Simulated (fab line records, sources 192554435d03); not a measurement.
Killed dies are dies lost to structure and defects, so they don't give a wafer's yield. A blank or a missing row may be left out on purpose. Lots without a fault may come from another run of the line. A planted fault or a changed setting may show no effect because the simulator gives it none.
fab line records | flow n5_finfet
record lots=7 wafers=39
route steps=1938 shown FIN_SAQP@108 FIN_CUT@176 SD_EPI_N@267 MOL_CONTACT_COAG@537
start_h: hours from the record's first day to the start of the lot's first wafer shown | wait_h: hours since the lot's step before | " the same as in the row above | L1.1+2: a row that stands for several wafers | - no value, or no start given | * or withheld: withheld | < > ~ a bound
route shown NAME@n: a module of which the file shows steps, and the number in the route of the first | usual: mean/standard deviation of fault-free wafers | same: alike in all rows | chamber/n: place in a boat | sites: the reading at each site | _std_site: their standard deviation | _edge_site: outer sites' mean less inner sites' | radius_mm: how far each site lies from the wafer's centre | mask NAME#n: copy n | behind: the tool/chamber that last shaped the wafer | hold: why the lot was held/for how many hours/how that ended | device: the transistor (n, p or np) that didn't switch | end of line: the same wafers' tests at the end of the route | a step without rows: its recipe alone | killed: dies lost to structure and defects at the first sort, not the wafer's yield | map: a wafer's dies, x killed, . not, _ none there
set.NAME: the setting as run; set.NAME@STEP: as run at that earlier step | model.NAME: the simulator's own value behind a step, which no gauge read
lots whose settings were changed on purpose; a table a step, a row a wafer
## steps
# step N5_FIN_SAQP_EXPOSE_13
# recipe mask_id=FIN_CORE na=1.35 source_shape=dipole sigma_inner=0.538 sigma_outer=0.738 polarization=te target_cd_nm=35.6 dose_mj=63.25
# columns lot.wafer tool chamber start_h wait_h mask set.dose_mj
L077.1+3+5 arfi_scanner-01 0 40.67 - FIN_CORE#0 63.25
L077.2+4+6 " 0 " " FIN_CORE#0 67.08
L081.1+2+3+4+5+6 arfi_scanner-03 0 64.47 - FIN_CORE#0 63.25
L082.1+4+6 arfi_scanner-03 0 70.41 - FIN_CORE#0 63.25
L082.2+3+5 " 0 " " FIN_CORE#0 65.82
L085.1+2+3+4+5+6 arfi_scanner-03 0 87.69 - FIN_CORE#0 63.25
L086.2+5+6 arfi_scanner-02 0 94.44 - FIN_CORE#0 63.25
L089.1+2+3 arfi_scanner-01 0 111.98 - FIN_CORE#0 65.78
L089.4+5+6 " 0 " " FIN_CORE#0 63.25
L092.1+5+6 arfi_scanner-01 0 131.67 - FIN_CORE#0 63.25
L092.2+3+4 " 0 " " FIN_CORE#0 59.57
# step N5_FIN_SAQP_PEB_14
# recipe peb_temp_c=withheld peb_time_s=60 resist=CAR-ArF
# step N5_FIN_SAQP_DEVELOP_15
# recipe develop_time_s=30 developer=TMAH resist=CAR-ArF dev_temp_c=23 rinse_liquid=diw dry=air_spin
# step N5_FIN_SAQP_CD_MEAS_16
# recipe target_cd_nm=35.6 landing_energy_ev=500 detector=se_inlens
# usual cd_nm=35.6/0.3
# columns lot.wafer tool chamber start_h wait_h set.dose_mj@FIN_SAQP_EXPOSE_13 cd_nm
L077.1 cd_sem-03 0 40.80 - 63.25 35.7
L077.2 " 0 " " 67.08 34.3
L077.3 " 0 " " 63.25 35.4
L077.4 " 0 " " 67.08 34.3
L077.5 " 0 " " 63.25 35.7
L077.6 " 0 " " 67.08 34.3
L081.1 cd_sem-02 0 64.60 - 63.25 35.2
L081.2 " 0 " " 63.25 35.1
L081.3 " 0 " " 63.25 35.3
L081.4 " 0 " " 63.25 35.0
L081.5 " 0 " " 63.25 35.0
L081.6 " 0 " " 63.25 34.8
L082.1 cd_sem-01 0 70.54 - 63.25 35.6
L082.2 " 0 " " 65.82 34.9
L082.3 " 0 " " 65.82 34.0
L082.4 " 0 " " 63.25 35.5
L082.5 " 0 " " 65.82 34.7
L082.6 " 0 " " 63.25 35.7
L085.1 cd_sem-02 0 87.82 - 63.25 35.5
L085.2 " 0 " " 63.25 35.3
L085.3 " 0 " " 63.25 35.4
L085.4 " 0 " " 63.25 35.4
L085.5 " 0 " " 63.25 35.9
L085.6 " 0 " " 63.25 35.8
L086.2 cd_sem-02 0 94.56 - 63.25 35.3
L086.5 " 0 " " 63.25 35.9
L086.6 " 0 " " 63.25 36.1
L089.1 cd_sem-01 0 112.11 - 65.78 34.7
L089.2 " 0 " " 65.78 34.5
L089.3 " 0 " " 65.78 34.8
L089.4 " 0 " " 63.25 35.7
L089.5 " 0 " " 63.25 35.8
L089.6 " 0 " " 63.25 35.2
L092.1 cd_sem-01 0 131.80 - 63.25 35.6
L092.2 " 0 " " 59.57 37.1
L092.3 " 0 " " 59.57 37.6
L092.4 " 0 " " 59.57 37.2
L092.5 " 0 " " 63.25 36.1
L092.6 " 0 " " 63.25 35.5
# step N5_FIN_CUT_CUT_ETCH_15
# recipe chemistry=HBr/Cl2/O2 target=Si target_depth_a=1000 bt_time_s=10 mask_material=SOC time_s=42.4 ion_energy_ev=* bias_w=* pressure_mtorr=10 icp_w=800 HBr_flow_sccm=150 Cl2_flow_sccm=80 O2_flow_sccm=12
# columns lot.wafer tool chamber start_h wait_h set.time_s model.etch.depth_nm model.FIN_CUT.feature_depth_nm model.SOC_of_FIN_CUT_COAT_18.thk_nm
L077.1 rie_si-02 2 46.71 0.1 42.4 98.94 99 170.2
L077.2 " 1 " " 42.4 99.61 99.6 169.4
L077.3 " 3 " " 49.41 117.1 117 163.2
L077.4 " 0 " " 42.4 99.82 99.8 168.8
L077.5 " 3 " " 49.41 116.4 116.4 163
L077.6 " 2 " " 49.41 113.6 113.6 165
L081.1 rie_si-04 2 70.76 0.1 42.4 101 101 170.4
L081.2 " 1 " " 47.63 114.1 114 165.6
L081.3 " 0 " " 47.63 111.3 111.4 165.8
L081.4 " 3 " " 42.4 100.2 100.2 169.4
L081.5 " 0 " " 47.63 110.2 110.2 166
L081.6 " 1 " " 42.4 100.7 100.8 169.8
L082.1 rie_si-04 3 76.63 0.1 50.23 119.3 119.2 162
L082.2 " 1 " " 50.23 119.1 119 162.8
L082.3 " 2 " " 42.4 100.6 100.6 169.2
L082.4 " 0 " " 50.23 116.8 116.8 163.8
L082.5 " 3 " " 42.4 99.76 99.8 170.4
L082.6 " 0 " " 42.4 98.56 98.6 170.4
L085.1 rie_si-02 2 94.22 0.1 42.4 100.6 100.6 170
L085.2 " 1 " " 35.58 84.85 84.8 175.8
L085.3 " 3 " " 35.58 84.46 84.4 175.6
L085.4 " 0 " " 42.4 100.4 100.4 169.4
L085.5 " 2 " " 35.58 84.49 84.4 175.8
L085.6 " 1 " " 42.4 100.9 100.8 169.8
L086.2 rie_si-02 0 100.69 0.1 42.4 98.92 99 170.2
L086.5 " 2 " " 42.4 98.48 98.4 170.6
L086.6 " 3 " " 42.4 97.88 97.8 170.8
L089.1 rie_si-02 1 118.47 0.1 42.4 99.24 99.2 170.4
L089.2 " 0 " " 35.39 82.79 82.8 177
L089.3 " 2 " " 35.39 83.11 83.2 176.4
L089.4 " 3 " " 35.39 82.65 82.6 176.4
L089.5 " 3 " " 42.4 99.15 99.2 169.8
L089.6 " 2 " " 42.4 98.54 98.6 170.4
L092.1 rie_si-01 1 137.87 0.1 42.4 100.1 100 171.2
L092.2 " 3 " " 42.4 100.1 100 171.4
L092.3 " 2 " " 42.4 99.75 99.8 171.4
L092.4 " 0 " " 42.4 101.3 101.2 169.8
L092.5 " 0 " " 42.4 101.6 101.6 170.8
L092.6 " 1 " " 42.4 99.76 99.8 171
# step N5_SD_EPI_N_EXPOSE_06
# recipe mask_id=SD_N_BLK na=1.35 source_shape=conventional sigma_outer=0.8 polarization=unpolarized target_cd_nm=120 dose_mj=39.75
# columns lot.wafer tool chamber start_h wait_h mask set.dose_mj
L077.1+2+3+4+5+6 arfi_scanner-01 0 66.89 - SD_N_BLK#0 39.75
L081.1+2+6 arfi_scanner-02 0 91.46 - SD_N_BLK#0 37.74
L081.3+4+5 " 0 " " SD_N_BLK#0 39.75
L082.1+5+6 arfi_scanner-01 0 97.78 - SD_N_BLK#0 39.75
L082.2+3+4 " 0 " " SD_N_BLK#0 41.02
L085.1+2+5 arfi_scanner-03 0 114.43 - SD_N_BLK#0 38.2
L085.3+4+6 " 0 " " SD_N_BLK#0 39.75
L086.2+5+6 arfi_scanner-02 0 124.54 - SD_N_BLK#0 39.75
L089.1+2+3+4+5+6 arfi_scanner-02 0 139.74 - SD_N_BLK#0 39.75
L092.1+2+3 arfi_scanner-01 0 161.58 - SD_N_BLK#0 39.75
L092.4+5+6 " 0 " " SD_N_BLK#0 41.62
# step N5_SD_EPI_N_PEB_07
# recipe peb_temp_c=110 peb_time_s=60 resist=CAR-ArF-block
# step N5_SD_EPI_N_DEVELOP_08
# recipe develop_time_s=30 developer=TMAH resist=CAR-ArF-block dev_temp_c=23 rinse_liquid=diw dry=air_spin
# step N5_SD_EPI_N_CD_MEAS_09
# recipe target_cd_nm=120 landing_energy_ev=500 detector=se_inlens
# usual cd_nm=119.9/0.57
# columns lot.wafer tool chamber start_h wait_h set.dose_mj@SD_EPI_N_EXPOSE_06 cd_nm
L077.1 cd_sem-01 0 67.01 - 39.75 120.2
L077.2 " 0 " " 39.75 119.5
L077.3 " 0 " " 39.75 120.0
L077.4 " 0 " " 39.75 120.6
L077.5 " 0 " " 39.75 120.0
L077.6 " 0 " " 39.75 120.3
L081.1 cd_sem-01 0 91.59 - 37.74 116.2
L081.2 " 0 " " 37.74 116.3
L081.3 " 0 " " 39.75 119.4
L081.4 " 0 " " 39.75 119.6
L081.5 " 0 " " 39.75 119.9
L081.6 " 0 " " 37.74 115.9
L082.1 cd_sem-01 0 97.90 - 39.75 120.3
L082.2 " 0 " " 41.02 122.5
L082.3 " 0 " " 41.02 122.5
L082.4 " 0 " " 41.02 122.7
L082.5 " 0 " " 39.75 120.8
L082.6 " 0 " " 39.75 120.4
L085.1 cd_sem-03 0 114.56 - 38.2 117.1
L085.2 " 0 " " 38.2 116.9
L085.3 " 0 " " 39.75 118.9
L085.4 " 0 " " 39.75 119.6
L085.5 " 0 " " 38.2 116.6
L085.6 " 0 " " 39.75 119.7
L086.2 cd_sem-02 0 124.66 - 39.75 120.5
L086.5 " 0 " " 39.75 120.2
L086.6 " 0 " " 39.75 119.9
L089.1 cd_sem-03 0 139.87 - 39.75 120.6
L089.2 " 0 " " 39.75 120.5
L089.3 " 0 " " 39.75 120.7
L089.4 " 0 " " 39.75 120.2
L089.5 " 0 " " 39.75 119.8
L089.6 " 0 " " 39.75 120.8
L092.1 cd_sem-01 0 161.71 - 39.75 120.6
L092.2 " 0 " " 39.75 120.2
L092.3 " 0 " " 39.75 120.0
L092.4 " 0 " " 41.62 122.4
L092.5 " 0 " " 41.62 123.1
L092.6 " 0 " " 41.62 123.2
# step N5_SD_EPI_N_DESCUM_14
# recipe chemistry=O2 time_s=7.9 source_power_w=50 bias_power_w=20 pressure_mtorr=20 rf_frequency_hz=2.712e+07 temp_c=40 resist=CAR-ArF-block o2_flow_sccm=225
# columns lot.wafer tool chamber start_h wait_h set.dose_mj@SD_EPI_N_EXPOSE_06 model.SD_EPI_N.cd_nm
L077.1+5 rie_diel-06 3,1 67.10 0.0 39.75 120.4
L077.2 " 2 " " 39.75 119.4
L077.3+6 " 1,3 " " 39.75 120
L077.4 " 2 " " 39.75 120.2
L081.1 rie_diel-06 1 91.68 0.0 37.74 116
L081.2 " 3 " " 37.74 116.6
L081.3+5 " 2 " " 39.75 119.6
L081.4 " 3 " " 39.75 119.4
L081.6 " 1 " " 37.74 115.8
L082.1 rie_diel-05 0 97.99 0.0 39.75 120.2
L082.2 " 1 " " 41.02 122.6
L082.3 " 3 " " 41.02 122.4
L082.4 " 2 " " 41.02 123
L082.5+6 " 3,0 " " 39.75 120.6
L085.1+2 rie_diel-05 1,0 114.65 0.0 38.2 117
L085.3 " 3 " " 39.75 119
L085.4 " 0 " " 39.75 119.8
L085.5 " 3 " " 38.2 116.8
L085.6 " 1 " " 39.75 119.4
L086.2+6 rie_diel-04 2,1 125.06 0.3 39.75 120.4
L086.5 " 0 " " 39.75 120.6
L089.1 rie_diel-05 3 139.95 0.0 39.75 120.4
L089.2+3+6 " 0,2,0 " " 39.75 120.8
L089.4+5 " 1 " " 39.75 120.2
L092.1 rie_diel-06 2 161.89 0.1 39.75 120
L092.2 " 3 " " 39.75 120.4
L092.3 " 1 " " 39.75 119.8
L092.4 " 0 " " 41.62 122.6
L092.5 " 2 " " 41.62 123.2
L092.6 " 3 " " 41.62 123
# step N5_SD_EPI_N_ETCH_34
# recipe chemistry=CF4 target=SiARC target_depth_a=455 mask_material=CAR-ArF-block time_s=75.8 ion_energy_ev=80 pressure_mtorr=40 source_w=545 bias_w=36 Ar_flow_sccm=100 cf4_flow_sccm=100 ends=cleared
# columns lot.wafer tool chamber start_h wait_h set.dose_mj@SD_EPI_N_EXPOSE_06 model.SD_EPI_N.cd_nm
L077.1 rie_diel-06 3 67.14 0.0 39.75 120.8
L077.2 " 2 " " 39.75 119.4
L077.3 " 1 " " 39.75 120
L077.4 " 2 " " 39.75 120.4
L077.5 " 1 " " 39.75 120.6
L077.6 " 3 " " 39.75 120.2
L081.1 rie_diel-06 1 91.71 0.0 37.74 116
L081.2 " 3 " " 37.74 116.8
L081.3+4 " 2,3 " " 39.75 119.4
L081.5 " 2 " " 39.75 119.6
L081.6 " 1 " " 37.74 115.8
L082.1 rie_diel-05 0 98.02 0.0 39.75 120.4
L082.2 " 1 " " 41.02 122.6
L082.3 " 3 " " 41.02 122.8
L082.4 " 2 " " 41.02 123
L082.5+6 " 3,0 " " 39.75 120.8
L085.1+5 rie_diel-05 1,3 114.68 0.0 38.2 116.8
L085.2 " 0 " " 38.2 117.2
L085.3 " 3 " " 39.75 119
L085.4 " 0 " " 39.75 119.8
L085.6 " 1 " " 39.75 119.4
L086.2 rie_diel-04 2 125.10 0.0 39.75 120.4
L086.5 " 0 " " 39.75 120.8
L086.6 " 1 " " 39.75 120.2
L089.1 rie_diel-05 3 139.99 0.0 39.75 120.4
L089.2+3+6 " 0,2,0 " " 39.75 120.8
L089.4+5 " 1 " " 39.75 120
L092.1+3 rie_diel-06 2,1 161.92 0.0 39.75 119.8
L092.2 " 3 " " 39.75 120.4
L092.4 " 0 " " 41.62 122.6
L092.5 " 2 " " 41.62 123.2
L092.6 " 3 " " 41.62 123
# step N5_SD_EPI_N_ETCH_35
# recipe chemistry=N2/H2 target=SOC overetch_a=1080 mask_material=SiARC temp_c=40 ion_energy_ev=100 source_w=3000 bias_w=133 pressure_mtorr=20 time_s=486 n2_flow_sccm=200 h2_flow_sccm=200
# columns lot.wafer tool chamber start_h wait_h set.dose_mj@SD_EPI_N_EXPOSE_06 model.SD_EPI_N.cd_nm
L077.1+2+3 rie_diel-06 3,2,1 67.19 0.0 39.75 119.6
L077.4+5 " 2,1 " " 39.75 120
L077.6 " 3 " " 39.75 118.8
L081.1 rie_diel-06 1 91.77 0.0 37.74 116.6
L081.2 " 3 " " 37.74 115.4
L081.3 " 2 " " 39.75 119
L081.4 " 3 " " 39.75 118.6
L081.5 " 2 " " 39.75 119.8
L081.6 " 1 " " 37.74 116
L082.1 rie_diel-05 0 98.08 0.0 39.75 120.4
L082.2 " 1 " " 41.02 122.2
L082.3 " 3 " " 41.02 121.8
L082.4 " 2 " " 41.02 123
L082.5 " 3 " " 39.75 120.2
L082.6 " 0 " " 39.75 121
L085.1 rie_diel-05 1 114.74 0.0 38.2 117.4
L085.2 " 0 " " 38.2 117.2
L085.3 " 3 " " 39.75 118.8
L085.4 " 0 " " 39.75 120.2
L085.5 " 3 " " 38.2 116.6
L085.6 " 1 " " 39.75 120
L086.2+5 rie_diel-04 2,0 125.15 0.0 39.75 121.6
L086.6 " 1 " " 39.75 120.6
L089.1 rie_diel-05 3 140.04 0.0 39.75 120.4
L089.2 " 0 " " 39.75 120.8
L089.3 " 2 " " 39.75 121.2
L089.4 " 1 " " 39.75 120
L089.5 " 1 " " 39.75 120.2
L089.6 " 0 " " 39.75 120.6
L092.1+2+3 rie_diel-06 2,3,1 161.98 0.0 39.75 120.4
L092.4 " 0 " " 41.62 122.8
L092.5 " 2 " " 41.62 123.8
L092.6 " 3 " " 41.62 121.8
# step N5_SD_EPI_N_STRIP_36
# recipe chemistry=N2/H2 temp_c=40 n2_flow_sccm=200 h2_flow_sccm=200 rf_frequency_hz=6e+07
# step N5_SD_EPI_N_ETCHBACK_44
# recipe chemistry=CH3F/O2 mode=anisotropic_etchback target=SiNx target_depth_a=145 stop_on=SiO2 over_etch_frac=0.3 ion_energy_ev=120 pressure_mtorr=30 source_w=395 bias_w=73 Ar_flow_sccm=150 CH3F_flow_sccm=30 O2_flow_sccm=20
# columns lot.wafer tool chamber start_h wait_h set.dose_mj@SD_EPI_N_EXPOSE_06 model.SD_EPI_N.cd_nm
L077.1+3 rie_diel-06 3,1 67.52 0.0 39.75 119.6
L077.2 " 2 " " 39.75 119.8
L077.4 " 2 " " 39.75 120
L077.5 " 1 " " 39.75 120.2
L077.6 " 3 " " 39.75 119
L081.1 rie_diel-06 1 92.09 0.0 37.74 116.6
L081.2 " 3 " " 37.74 115.4
L081.3 " 2 " " 39.75 118.8
L081.4 " 3 " " 39.75 118.6
L081.5 " 2 " " 39.75 119.6
L081.6 " 1 " " 37.74 116
L082.1 rie_diel-05 0 98.40 0.0 39.75 120.4
L082.2 " 1 " " 41.02 122.2
L082.3 " 3 " " 41.02 121.8
L082.4 " 2 " " 41.02 123
L082.5 " 3 " " 39.75 120.2
L082.6 " 0 " " 39.75 121
L085.1 rie_diel-05 1 115.06 0.0 38.2 117.4
L085.2 " 0 " " 38.2 117
L085.3 " 3 " " 39.75 118.8
L085.4+6 " 0,1 " " 39.75 120
L085.5 " 3 " " 38.2 116.6
L086.2+5 rie_diel-04 2,0 125.48 0.0 39.75 121.6
L086.6 " 1 " " 39.75 120.8
L089.1+6 rie_diel-05 3,0 140.37 0.0 39.75 120.6
L089.2 " 0 " " 39.75 120.8
L089.3 " 2 " " 39.75 121.2
L089.4 " 1 " " 39.75 120
L089.5 " 1 " " 39.75 120.4
L092.1 rie_diel-06 2 162.30 0.0 39.75 120.6
L092.2+3 " 3,1 " " 39.75 120.4
L092.4 " 0 " " 41.62 122.8
L092.5 " 2 " " 41.62 123.8
L092.6 " 3 " " 41.62 121.8
# step N5_SD_EPI_N_ETCH_45
# recipe chemistry=CH3F/O2 target=SiOCN target_depth_a=60 mask_material=SOC ion_energy_ev=60 bias_w=29 pressure_mtorr=15 source_w=410 Ar_flow_sccm=150 CH3F_flow_sccm=30 O2_flow_sccm=20
# columns lot.wafer tool chamber start_h wait_h set.dose_mj@SD_EPI_N_EXPOSE_06 model.SD_EPI_N.cd_nm
L077.1+3 rie_diel-06 3,1 67.62 0.1 39.75 119.6
L077.2 " 2 " " 39.75 119.8
L077.4 " 2 " " 39.75 120
L077.5 " 1 " " 39.75 120.2
L077.6 " 3 " " 39.75 119
L081.1 rie_diel-06 1 92.19 0.1 37.74 116.6
L081.2 " 3 " " 37.74 115.4
L081.3 " 2 " " 39.75 118.8
L081.4 " 3 " " 39.75 118.6
L081.5 " 2 " " 39.75 119.6
L081.6 " 1 " " 37.74 116
L082.1 rie_diel-05 0 98.50 0.1 39.75 120.4
L082.2 " 1 " " 41.02 122.2
L082.3 " 3 " " 41.02 121.8
L082.4 " 2 " " 41.02 123
L082.5 " 3 " " 39.75 120.2
L082.6 " 0 " " 39.75 121
L085.1 rie_diel-05 1 115.16 0.1 38.2 117.2
L085.2 " 0 " " 38.2 117
L085.3 " 3 " " 39.75 118.6
L085.4+6 " 0,1 " " 39.75 120
L085.5 " 3 " " 38.2 116.4
L086.2+5 rie_diel-04 2,0 125.58 0.1 39.75 121.6
L086.6 " 1 " " 39.75 120.6
L089.1+6 rie_diel-05 3,0 140.47 0.1 39.75 120.6
L089.2 " 0 " " 39.75 120.8
L089.3 " 2 " " 39.75 121.2
L089.4 " 1 " " 39.75 120
L089.5 " 1 " " 39.75 120.4
L092.1 rie_diel-06 2 162.40 0.1 39.75 120.6
L092.2+3 " 3,1 " " 39.75 120.4
L092.4 " 0 " " 41.62 122.8
L092.5 " 2 " " 41.62 123.8
L092.6 " 3 " " 41.62 122
# step N5_MOL_CONTACT_COAG_ETCH_15
# recipe chemistry=CH3F/O2 target=SiNx target_depth_a=70 mask_material=SOC stop_on=Si:P over_etch_frac=0.75 ion_energy_ev=120 pressure_mtorr=30 source_w=395 bias_w=73 Ar_flow_sccm=150 CH3F_flow_sccm=30 O2_flow_sccm=20
# usual rf_vpp_V=299.4/2.8
# columns lot.wafer tool chamber start_h wait_h set.source_w rf_vpp_V
L077.1 rie_diel-05 1 105.59 0.0 395 301.2
L077.2 " 3 " " 325.9 326.4
L077.3 " 0 " " 325.9 320.1
L077.4 " 3 " " 395 298.9
L077.5 " 1 " " 395 301.9
L077.6 " 0 " " 325.9 320.3
L081.1 rie_diel-05 3 132.01 0.0 395 300.1
L081.2 " 1 " " 395 301.2
L081.3 " 2 " " 368.4 307.8
L081.4 " 3 " " 368.4 307.3
L081.5 " 1 " " 395 301.9
L081.6 " 2 " " 368.4 306.7
L082.1 rie_diel-06 0 138.70 0.0 395 293.1
L082.2 " 2 " " 395 295.6
L082.3 " 3 " " 395 296.9
L082.4 " 1 " " 341.8 320.3
L082.5 " 2 " " 341.8 314.8
L082.6 " 3 " " 341.8 316.7
L085.1 rie_diel-04 0 153.37 0.0 347.8 322.4
L085.2 " 2 " " 395 299.1
L085.3 " 1 " " 395 298.0
L085.4 " 1 " " 347.8 318.1
L085.5 " 0 " " 395 306.0
L085.6 " 2 " " 347.8 318.2
L086.2 rie_diel-05 0 165.45 0.0 395 297.0
L086.5 " 2 " " 395 296.0
L086.6 " 3 " " 395 298.3
L089.1 rie_diel-05 2 177.36 0.0 395 295.0
L089.2 " 1 " " 395 301.3
L089.3 " 3 " " 340.2 318.9
L089.4 " 0 " " 395 297.7
L089.5 " 2 " " 340.2 319.7
L089.6 " 1 " " 340.2 322.9
L092.1 rie_diel-04 1 199.67 0.0 395 299.2
L092.2 " 2 " " 395 299.3
L092.3 " 3 " " 446.2 283.7
L092.4 " 1 " " 446.2 282.1
L092.5 " 2 " " 446.2 284.0
L092.6 " 3 " " 395 299.5
# step N5_MOL_CONTACT_COAG_SPUTTER_130
# recipe material=Co target_thk_a=475 temp_c=25 chamber_pressure_pa=0.5 power_w=3000
# columns lot.wafer tool chamber start_h wait_h set.target_thk_a model.Co_of_MOL_CONTACT_COAG_SPUTTER_130.thk_nm
L077.1+5 pvd_sputter-01 - 111.97 0.0 533.5 53.4
L077.2 " - " " 475 47.4
L077.3 " - " " 533.5 52.8
L077.4 " - " " 475 47.2
L077.6 " - " " 475 47.6
L081.1 pvd_sputter-03 - 137.76 0.0 475 47.8
L081.2 " - " " 443.6 44
L081.3+5 " - " " 475 47.4
L081.4 " - " " 443.6 44.2
L081.6 " - " " 443.6 44.6
L082.1 pvd_sputter-03 - 145.20 0.0 525.1 52.2
L082.2+5 " - " " 475 47.2
L082.3 " - " " 475 48
L082.4+6 " - " " 525.1 52.6
L085.1 pvd_sputter-01 - 159.68 0.0 475 47.6
L085.2 " - " " 475 47.2
L085.3+4+6 " - " " 517.4 51.6
L085.5 " - " " 475 47.4
L086.2 pvd_sputter-02 - 174.49 0.0 475 47.4
L086.5 " - " " 475 47.2
L086.6 " - " " 475 47
L089.1 pvd_sputter-02 - 182.51 0.0 443 44.2
L089.2 " - " " 475 47.2
L089.3 " - " " 475 47
L089.4 " - " " 443 43.6
L089.5 " - " " 475 46.8
L089.6 " - " " 443 44
L092.1+3+4 pvd_sputter-01 - 205.15 0.0 475 47
L092.2 " - " " 475 47.2
L092.5+6 " - " " 475 47.4
## key
split step=N5_FIN_SAQP_EXPOSE_13 setting=dose_mj stated=63.25 by=wafer
response step=N5_FIN_SAQP_CD_MEAS_16 reading=cd_nm change=-0.242 per=1% r=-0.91
split step=N5_FIN_CUT_CUT_ETCH_15 setting=time_s stated=42.4 by=wafer
response step=N5_FIN_CUT_CUT_ETCH_15 reading=model.etch.depth_nm change=+0.984 per=1% r=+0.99
response step=N5_FIN_CUT_CUT_ETCH_15 reading=model.FIN_CUT.feature_depth_nm change=+0.983 per=1% r=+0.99
response step=N5_FIN_CUT_CUT_ETCH_15 reading=model.SOC_of_FIN_CUT_COAT_18.thk_nm change=-0.369 per=1% r=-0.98
split step=N5_SD_EPI_N_EXPOSE_06 setting=dose_mj stated=39.75 by=wafer
response step=N5_SD_EPI_N_CD_MEAS_09 reading=cd_nm change=+0.638 per=1% r=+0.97
response step=N5_SD_EPI_N_DESCUM_14 reading=model.SD_EPI_N.cd_nm change=+0.647 per=1% r=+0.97
response step=N5_SD_EPI_N_ETCH_34 reading=model.SD_EPI_N.cd_nm change=+0.639 per=1% r=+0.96
response step=N5_SD_EPI_N_ETCH_35 reading=model.SD_EPI_N.cd_nm change=+0.588 per=1% r=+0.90
response step=N5_SD_EPI_N_ETCHBACK_44 reading=model.SD_EPI_N.cd_nm change=+0.575 per=1% r=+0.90
response step=N5_SD_EPI_N_ETCH_45 reading=model.SD_EPI_N.cd_nm change=+0.583 per=1% r=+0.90
split step=N5_MOL_CONTACT_COAG_ETCH_15 setting=source_w stated=395 by=wafer
response step=N5_MOL_CONTACT_COAG_ETCH_15 reading=rf_vpp_V change=-1.41 per=1% r=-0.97
split step=N5_MOL_CONTACT_COAG_SPUTTER_130 setting=target_thk_a stated=475 by=wafer
response step=N5_MOL_CONTACT_COAG_SPUTTER_130 reading=model.Co_of_MOL_CONTACT_COAG_SPUTTER_130.thk_nm change=+0.472 per=1% r=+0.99
